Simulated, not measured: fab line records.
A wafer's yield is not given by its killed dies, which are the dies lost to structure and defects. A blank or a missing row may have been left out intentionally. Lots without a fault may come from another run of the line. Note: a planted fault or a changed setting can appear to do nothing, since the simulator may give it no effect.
fab line records    flow n5Finfet
record lots=6  wafers=18  lastDay=16
route steps=1938 shown BEOL_M2@892 BEOL_M4@1111 PASSIVATION@1936
lots with no fault: from the same line, run without faults
startH: hours from the record's opening day to when the first of the lot's shown wafers began    waitH: hours elapsed since this lot's preceding step    " as in the row above    L1.1+2: a row that stands for several wafers    - value missing, or start not given    * or withheld: withheld    < > ~ a bound
route shown NAME@n: names a module that has steps shown in the file, with the first one's number in the route    usual: the fault-free wafers' mean and standard deviation    same: alike in all rows    chamber/n: place in a boat    sites: the reading at each site    _std_site: how widely they spread, as a standard deviation    _edge_site: inner sites' mean taken away from outer sites' mean    radiusMm: how far each site lies from the wafer's centre    mask NAME#n: copy n    behind: the last tool/chamber to shape the wafer    hold: reason for holding the lot/hours on hold/outcome of the hold    device: whichever transistor did not switch (one of n, p or np)    end of line: the tests these same wafers got at the end of their route    a step with no rows: only its recipe    killed: count of dies lost to structure and defects at first sort (not the wafer's yield)    map: a wafer's dies, x killed, . not, _ none there
set.NAME: setting as actually run; set.NAME@STEP: the setting as run at that earlier step    model.NAME: the simulator's own value behind a step, which no gauge read
lots seen at some steps along the route; tables by step, rows by wafer
services: a tool's chamber out of use, with start hour (startH, from the record's first day; less than 0 if before it), hours out, and reason
## steps
# step N5_BEOL_M2_STRIP_97
# recipe chemistry=N2/H2  timeS=10  powerW=450  tempC=40  pressureMtorr=20  rfFrequencyHz=6e+07  biasPowerW=7  n2FlowSccm=200  h2FlowSccm=200
# usual drypumpMotorCurrentA=6.1/0.36  oesProductAu=0.81/0.092  rfVppV=59.2/0.84  showerheadPlenumPTorr=2.54/0.07  throttleValvePct=23.75/0.29
lot.wafer  tool        chamber  startH  waitH  drypumpMotorCurrentA  oesProductAu  rfHoursCounterH  rfVppV  showerheadPlenumPTorr  throttleValvePct
L606.1     rieDiel-03  2        -       -      5.5                   0.69          212              60.0    2.62                   24.17
L606.4     "           3        "       "      6.3                   0.83          -                57.9    2.56                   23.49
L606.5     "           0        "       "      5.8                   0.87          -                60.1    2.58                   23.99
L607.1     rieDiel-04  1        -       -      6.0                   0.71          176              58.9    2.54                   23.68
L607.3     "           0        "       "      5.4                   0.67          245              59.6    2.61                   23.71
L607.5     "           0        "       "      5.4                   0.67          -                59.2    2.62                   23.72
L613.2     rieDiel-03  2        -       -      5.5                   0.68          231              58.6    2.61                   24.18
L613.3     "           1        "       "      6.5                   0.93          13               57.7    2.50                   23.79
L613.4     "           3        "       "      6.3                   0.81          111              59.9    2.56                   23.51
L614.1     rieDiel-05  3        -       -      6.2                   0.71          218              59.7    2.62                   24.17
L614.3     "           3        "       "      6.2                   0.70          -                59.4    2.62                   24.16
L614.6     "           2        "       "      6.3                   0.79          -                59.3    2.46                   23.43
L622.1     rieDiel-05  0        -       -      6.0                   0.81          96               58.6    2.46                   23.67
L622.4     "           1        "       "      6.3                   0.89          16               59.9    2.49                   23.61
L622.6     "           2        "       "      6.4                   0.78          -                58.9    2.45                   23.44
L624.3     rieDiel-04  3        -       -      6.3                   0.91          14               59.2    2.70                   23.66
L624.4     "           2        "       "      5.3                   0.90          28               60.0    2.47                   23.14
L624.6     "           3        "       "      6.3                   0.91          -                59.8    2.70                   23.67
# step N5_BEOL_M2_OCD_MEAS_38
# usual trenchDepthNm=55.4/0.87
lot.wafer  tool    chamber  startH  waitH  trenchDepthNm
L606.1     ocd-01  -        139.25  -      54.9
L606.4     "       -        "       "      55.8
L606.5     "       -        "       "      55.8
L607.1     ocd-01  -        151.79  -      55.1
L607.3     "       -        "       "      54.9
L607.5     "       -        "       "      56.3
L613.2     ocd-01  -        189.74  -      54.4
L613.3     "       -        "       "      55.1
L613.4     "       -        "       "      55.8
L614.1     ocd-02  -        193.35  -      54.6
L614.3     "       -        "       "      54.2
L614.6     "       -        "       "      55.2
L622.1     ocd-02  -        244.47  -      54.1
L622.4     "       -        "       "      55.3
L622.6     "       -        "       "      55.1
L624.3     ocd-01  -        247.27  -      56.6
L624.4     "       -        "       "      55.6
L624.6     "       -        "       "      55.5
# step N5_BEOL_M2_HM_STRIP_39
# recipe chemistry=peroxideTinStrip  material=TiN  targetDepthA=250  tempC=50  timeS=158
# step N5_BEOL_M2_SRD_40
# recipe timeS=30  tempC=23  rinseLiquid=diw  dry=ipaMarangoni
# step N5_BEOL_M2_PRECLEAN_42
# recipe chemistry=residueRemover  timeS=60  tempC=40
# step N5_BEOL_M2_SRD_43
# recipe timeS=30  tempC=23  rinseLiquid=diw  dry=ipaMarangoni
# step N5_BEOL_M2_CD_MEAS_35
# recipe targetCdNm=18  targetCdYNm=22.2  polarity=opening
# usual cdNm=18.0/0.31
lot.wafer  tool      chamber  startH  waitH  cdNm
L606.1     cdSem-01  -        139.40  0.0    18.2
L606.4     "         -        "       "      18.0
L606.5     "         -        "       "      17.9
L607.1     cdSem-03  -        151.95  0.0    18.4
L607.3     "         -        "       "      18.1
L607.5     "         -        "       "      18.1
L613.2     cdSem-01  -        189.90  0.0    17.7
L613.3     "         -        "       "      17.9
L613.4     "         -        "       "      17.8
L614.1     cdSem-03  -        193.51  0.0    17.7
L614.3     "         -        "       "      18.0
L614.6     "         -        "       "      18.1
L622.1     cdSem-01  -        244.62  0.0    17.8
L622.4     "         -        "       "      18.0
L622.6     "         -        "       "      17.7
L624.3     cdSem-01  -        247.42  0.0    17.6
L624.4     "         -        "       "      17.3
L624.6     "         -        "       "      17.9
# step N5_BEOL_M2_DEGAS_44
# recipe ambient=vacuum  tempC=250  timeS=60
# usual heaterPowerW=339/38
lot.wafer  tool           chamber  startH  waitH  heaterPowerW
L606.1     pvdSputter-02  -        139.65  0.2    298
L606.4     "              -        "       "      342
L606.5     "              -        "       "      368
L607.1     pvdSputter-03  -        152.35  0.4    385
L607.3     "              -        "       "      295
L607.5     "              -        "       "      338
L613.2     pvdSputter-03  -        190.23  0.3    291
L613.3     "              -        "       "      387
L613.4     "              -        "       "      336
L614.1     pvdSputter-03  -        193.83  0.3    296
L614.3     "              -        "       "      392
L614.6     "              -        "       "      299
L622.1     pvdSputter-02  -        245.15  0.5    373
L622.4     "              -        "       "      302
L622.6     "              -        "       "      296
L624.3     pvdSputter-02  -        247.55  0.1    301
L624.4     "              -        "       "      295
L624.6     "              -        "       "      296
# step N5_BEOL_M2_PRE_CLEAN_45
# recipe gas=H2/He  timeS=30  tempC=250
# usual heaterPowerW=339/39
lot.wafer  tool           chamber  startH  waitH  heaterPowerW
L606.1     pvdSputter-02  -        139.69  0.0    291
L606.4     "              -        "       "      330
L606.5     "              -        "       "      372
L607.1     pvdSputter-03  -        152.39  0.0    398
L607.3     "              -        "       "      293
L607.5     "              -        "       "      349
L613.2     pvdSputter-03  -        190.27  0.0    293
L613.3     "              -        "       "      394
L613.4     "              -        "       "      344
L614.1     pvdSputter-03  -        193.87  0.0    295
L614.3     "              -        "       "      389
L614.6     "              -        "       "      298
L622.1     pvdSputter-02  -        245.19  0.0    364
L622.4     "              -        "       "      302
L622.6     "              -        "       "      289
L624.3     pvdSputter-02  -        247.59  0.0    301
L624.4     "              -        "       "      296
L624.6     "              -        "       "      305
# step N5_BEOL_M2_ALD_84
# recipe material=TaN  targetThkA=*  tempC=275  aldPrecursorFamily=PDMAT  aldCoReactant=NH3  pressureTorr=3  carrierFlowSccm=1500  pulseTimeS=2  purgeTimeS=3  coReactantPurgeTimeS=2  coReactantPulseTimeS=3  aldCycles=30  precursorVesselTempC=75  precursorVesselPressureTorr=26.25  precursorVesselCarrierSccm=1000
# usual heaterPowerW=428/34
# same coReactantPulseTimeS=3  coReactantPurgeTimeS=2
lot.wafer  tool         chamber  startH  waitH  heaterPowerW
L606.1     aldMetal-01  2        139.76  0.0    443
L606.4     "            0        "       "      421
L606.5     "            0        "       "      407
L607.1     aldMetal-01  0        152.47  0.1    424
L607.3     "            2        "       "      427
L607.5     "            2        "       "      433
L613.2     aldMetal-01  0        190.36  0.1    421
L613.3     "            1        "       "      489
L613.4     "            3        "       "      469
L614.1     aldMetal-03  2        193.94  0.1    382
L614.3     "            0        "       "      382
L614.6     "            2        "       "      396
L622.1     aldMetal-02  1        245.33  0.1    425
L622.4     "            2        "       "      399
L622.6     "            0        "       "      399
L624.3     aldMetal-02  1        247.65  0.0    413
L624.4     "            2        "       "      387
L624.6     "            2        "       "      385
# step N5_BEOL_M2_SURFACE_TREAT_85
# recipe gas=Ar  timeS=*  ionEnergyEv=*  ionCurrentMaCm2=0.5  pressureMtorr=*  arFlowSccm=30
# usual arFlowSccm=30.00/0.092  throttleValvePct=*
lot.wafer  tool           chamber  startH  waitH  arFlowSccm  throttleValvePct
L606.1     pvdSputter-03  -        140.00  0.1    29.94       *
L606.4     "              -        "       "      30.06       *
L606.5     "              -        "       "      29.93       *
L607.1     pvdSputter-03  -        152.73  0.2    29.91       *
L607.3     "              -        "       "      30.12       *
L607.5     "              -        "       "      30.00       *
L613.2     pvdSputter-02  -        190.64  0.2    29.98       *
L613.3     "              -        "       "      30.06       *
L613.4     "              -        "       "      29.91       *
L614.1     pvdSputter-03  -        194.31  0.3    29.98       *
L614.3     "              -        "       "      30.00       *
L614.6     "              -        "       "      29.95       *
L622.1     pvdSputter-03  -        245.66  0.2    29.96       *
L622.4     "              -        "       "      30.00       *
L622.6     "              -        "       "      29.99       *
L624.3     pvdSputter-03  -        247.88  0.1    30.06       *
L624.4     "              -        "       "      30.06       *
L624.6     "              -        "       "      30.06       *
# step N5_BEOL_M2_CVD_47
# recipe material=Co  targetThkA=30  tempC=withheld  precursor=CCTBA/H2  pressureTorr=30  timeS=223.8
# step N5_BEOL_M2_SPUTTER_48
# recipe material=Cu  targetThkA=45  tempC=-20  chamberPressurePa=0.07  powerW=withheld  timeS=8.29
# usual chamberPressurePa=0.06999/0.00014  chuckGasFlowSccm=1.26/0.049  throttleValvePct=29.7/1.1
lot.wafer  tool           chamber  startH  waitH  chamberPressurePa  chuckGasFlowSccm  throttleValvePct
L606.1     pvdSputter-02  -        140.27  0.1    0.07025            1.14              31.1
L606.4     "              -        "       "      0.07026            1.41              29.7
L606.5     "              -        "       "      0.07015            1.25              27.6
L607.1     pvdSputter-03  -        153.01  0.2    0.07008            1.18              29.1
L607.3     "              -        "       "      0.07001            1.35              30.8
L607.5     "              -        "       "      0.07007            1.24              30.7
L613.2     pvdSputter-03  -        191.05  0.3    -                  -                 -
L613.3     "              -        "       "      -                  -                 -
L613.4     "              -        "       "      -                  -                 -
L614.1     pvdSputter-01  -        194.77  0.1    -                  -                 -
L614.3     "              -        "       "      -                  -                 -
L614.6     "              -        "       "      -                  -                 -
L622.1     pvdSputter-03  -        246.04  0.2    0.0701             1.26              30.3
L622.4     "              -        "       "      0.06997            1.26              28.8
L622.6     "              -        "       "      0.07004            1.29              30.7
L624.3     pvdSputter-03  -        248.14  0.1    0.07009            1.21              30.5
L624.4     "              -        "       "      0.07               1.25              28.7
L624.6     "              -        "       "      0.06976            1.33              31.1
# step N5_BEOL_M2_ANNEAL_49
# recipe tempC=400  timeS=240  ambient=vacuum
# step N5_BEOL_M4_RC_MEAS_101
# usual DIBL_N=36.5/1.4  DIBL_P=36.9/1.7  IOFF_N=0.163/0.023  IOFF_P=0.22/0.032  ION_N=673/9  ION_P=462/7.5  SS_N=71.6/0.54  SS_P=73.4/0.62  VT_N=249.8/2.8  VT_P=-250/3.5
lot.wafer  tool       chamber  startH  waitH  DIBL_N[mV/V]  DIBL_P[mV/V]  IOFF_N[nA/um]  IOFF_P[nA/um]  ION_N[uA/um]  ION_P[uA/um]  SS_N[mV/dec]  SS_P[mV/dec]  VT_N[mV]  VT_P[mV]
L606.1     prober-01  0        167.14  0.0    36.8          38.2          0.177          0.25           682           471           71.9          74.2          249.3     -248
L606.4     "          0        "       "      36.7          37.7          0.171          0.24           671           459           72.5          72.9          248.2     -248
L606.5     "          0        "       "      36.8          37.4          0.170          0.23           666           459           71.6          73.5          250.0     -249
L607.1     prober-02  0        182.40  0.0    37.6          37.2          0.176          0.26           679           470           72.2          73.9          249.2     -246
L607.3     "          0        "       "      37.6          37.6          0.183          0.27           689           477           72.1          74.1          245.5     -243
L607.5     "          0        "       "      37.1          37.0          0.169          0.27           670           468           71.8          73.5          247.0     -248
L613.2     prober-01  0        213.27  0.2    34.3          35.5          0.149          0.22           677           468           72.3          73.1          248.2     -249
L613.3     "          0        "       "      35.8          37.1          0.162          0.24           670           465           71.9          73.6          251.1     -247
L613.4     "          0        "       "      35.5          36.8          0.170          0.24           676           467           72.5          73.2          248.0     -249
L614.1     prober-02  0        215.92  0.0    36.6          39.1          0.176          0.22           669           454           71.5          73.7          249.1     -252
L614.3     "          0        "       "      34.6          35.8          0.136          0.16           664           455           70.8          73.2          254.3     -255
L614.6     "          0        "       "      34.4          36.0          0.128          0.16           662           450           71.2          72.7          254.2     -259
L622.1     prober-02  0        276.53  0.0    36.5          38.4          0.171          0.22           669           457           71.6          73.4          248.7     -248
L622.4     "          0        "       "      36.6          38.5          0.178          0.23           683           469           72.6          72.7          249.9     -249
L622.6     "          0        "       "      36.5          38.4          0.169          0.22           681           467           71.5          73.4          249.4     -252
L624.3     prober-01  0        278.24  0.3    34.9          37.1          0.153          0.22           675           473           71.8          73.9          251.9     -244
L624.4     "          0        "       "      35.1          36.5          0.143          0.22           672           464           72.2          73.9          255.5     -249
L624.6     "          0        "       "      34.1          35.7          0.139          0.20           670           467           70.9          72.9          253.1     -249
# step N5_PASSIVATION_PROBE_49
# usual defectLimitedYield=91.2/1.4  killed_at_M0_to_M3=35/11  killed_at_M4_up=12/4.2  killedAtContacts=13/5.6  killedAtFrontEnd=40/12  killedAtOther=3.3/2.6  killedDies=103/17  killedOpen=68/12  killedShort=34/7.6  sort_bin_5_function=5.1/0.95  sort_bin_6_memory=3.3/0.68  sortNPass=1077/17  sortYieldPct=91.2/1.4
# same grossDies=1180  killedAtBackSide=0  sort_bin_4_leakage[%]=0  sort_bin_8_speed[%]=0
lot.wafer  tool       chamber  startH  waitH  defectLimitedYield[%]  killed_at_M0_to_M3  killed_at_M4_up  killedAtContacts  killedAtFrontEnd  killedAtOther  killedDies  killedOpen  killedShort  sort_bin_5_function[%]  sort_bin_6_memory[%]  sortNPass  sortYieldPct[%]
L613.2     prober-01  -        319.40  0.1    93.6                   27                  12               12                21                3              75          42          25           3.6                     2.5                   1105       93.6
L613.3     prober-01  -        319.45  0.1    90.3                   47                  10               12                44                1              114         63          39           5.9                     3.6                   1066       90.3
L613.4     prober-01  -        319.50  0.2    89.7                   64                  3                6                 49                0              122         72          38           5.3                     4.7                   1058       89.7
L614.1     prober-02  -        321.33  0.0    89.2                   52                  15               8                 46                7              128         82          36           6.5                     3.9                   1052       89.2
L614.3     prober-02  -        321.43  0.1    90.3                   59                  6                6                 37                7              115         67          33           5.5                     4.0                   1065       90.3
L614.6     prober-02  -        321.58  0.3    93.7                   32                  5                4                 31                2              74          35          27           3.9                     1.9                   1106       93.7
# killed by level:class
L613.2 MOL_CONTACT_COAG:geometricParticle:open=11 BEOL_M2:interfaceVoidOpened=7 DUMMY_GATE:geometricParticle:open=5 BEOL_M0_SAQP:geometricParticle:short=5 STI_FIN_REVEAL:geometricParticle:open=4 BEOL_M0_SAQP:geometricParticle:open=4 FIN_SAQP:geometricParticle:short=3 BEOL_M4:geometricParticle:short=3
L613.3 BEOL_M1:geometricParticle:short=12 BEOL_M2:interfaceVoidOpened=12 MOL_CONTACT_COAG:geometricParticle:open=11 STI_FIN_REVEAL:geometricParticle:open=8 GATE_CUT:geometricParticle:short=6 BEOL_M0_SAQP:geometricParticle:open=6 DUMMY_GATE:geometricParticle:open=5 BEOL_M3:geometricParticle:open=5
L613.4 BEOL_M3:geometricParticle:open=15 FIN_SAQP:geometricParticle:open=13 BEOL_M2:interfaceVoidOpened=12 STI_FIN_REVEAL:geometricParticle:open=11 FIN_SAQP:geometricParticle:short=10 BEOL_M0_SAQP:geometricParticle:open=10 BEOL_M0_SAQP:geometricParticle:short=7 BEOL_M1:geometricParticle:open=6
L614.1 BEOL_M3:geometricParticle:open=9 BEOL_M1:geometricParticle:open=8 BEOL_M2:geometricParticle:open=8 FIN_SAQP:geometricParticle:short=7 FIN_SAQP:geometricParticle:open=7 BEOL_M0_SAQP:geometricParticle:short=7 GATE_CUT:geometricParticle:open=6 BEOL_M0_SAQP:geometricParticle:open=6
L614.3 BEOL_M2:interfaceVoidOpened=15 BEOL_M1:geometricParticle:open=12 BEOL_M2:geometricParticle:open=11 FIN_SAQP:geometricParticle:open=10 GATE_CUT:geometricParticle:short=7 FIN_SAQP:geometricParticle:short=6 MOL_CONTACT_COAG:geometricParticle:open=6 DUMMY_GATE:geometricParticle:open=5
L614.6 BEOL_M2:interfaceVoidOpened=12 FIN_SAQP:geometricParticle:open=7 FIN_SAQP:geometricParticle:short=7 GATE_CUT:geometricParticle:short=5 BEOL_M2:geometricParticle:open=5 BEOL_M3:geometricParticle:open=5 MOL_CONTACT_COAG:geometricParticle:open=4 BEOL_M0_SAQP:geometricParticle:open=4
## services
tool         chamber  startH  hours  kind
aldMetal-03  2        116.12  4.3    repair
rieDiel-03   1        123.06  -      clean
rieDiel-03   1        123.06  -      consumableReplace:focusRing
rieDiel-03   1        123.06  22.2   scheduledDown
rieDiel-03   1        123.06  22.2   ventCycle
aldMetal-03  2        139.43  27.2   repair
aldMetal-02  -        148.37  1.7    repair
rieDiel-04   2        149.43  -      clean
rieDiel-04   2        149.43  -      consumableReplace:focusRing
rieDiel-04   2        149.43  24.1   scheduledDown
rieDiel-04   2        149.43  24.1   ventCycle
rieDiel-04   0        154.52  2.4    repair
rieDiel-04   0        161.59  5.3    repair
rieDiel-03   1        165.50  5.0    repair
rieDiel-04   0        173.53  -      clean
rieDiel-04   0        173.53  -      consumableReplace:focusRing
rieDiel-04   0        173.53  14.9   scheduledDown
rieDiel-04   0        173.53  14.9   ventCycle
rieDiel-05   1        177.38  -      clean
rieDiel-05   1        177.38  -      consumableReplace:focusRing
rieDiel-05   1        177.38  21.6   scheduledDown
aldMetal-01  -        202.06  2.8    pm
rieDiel-05   3        202.56  13.1   repair
aldMetal-02  2        219.82  18.5   repair
## key
firstSign step=N5_BEOL_M2_SPUTTER_48  reading=toolRecord  direction=missing
effect none on later readings
metAt N5_BEOL_M2_SPUTTER_48
struckWafers L613.2,L613.3,L613.4,L614.1,L614.3,L614.6
onsetBetween 153.01 191.05
fault kind=skippedStepWhole  tool=pvdSputter-01,pvdSputter-03  chamber=-  onsetH=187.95  steps=N5_BEOL_M2_SPUTTER_48  scope=struckLotsOnly
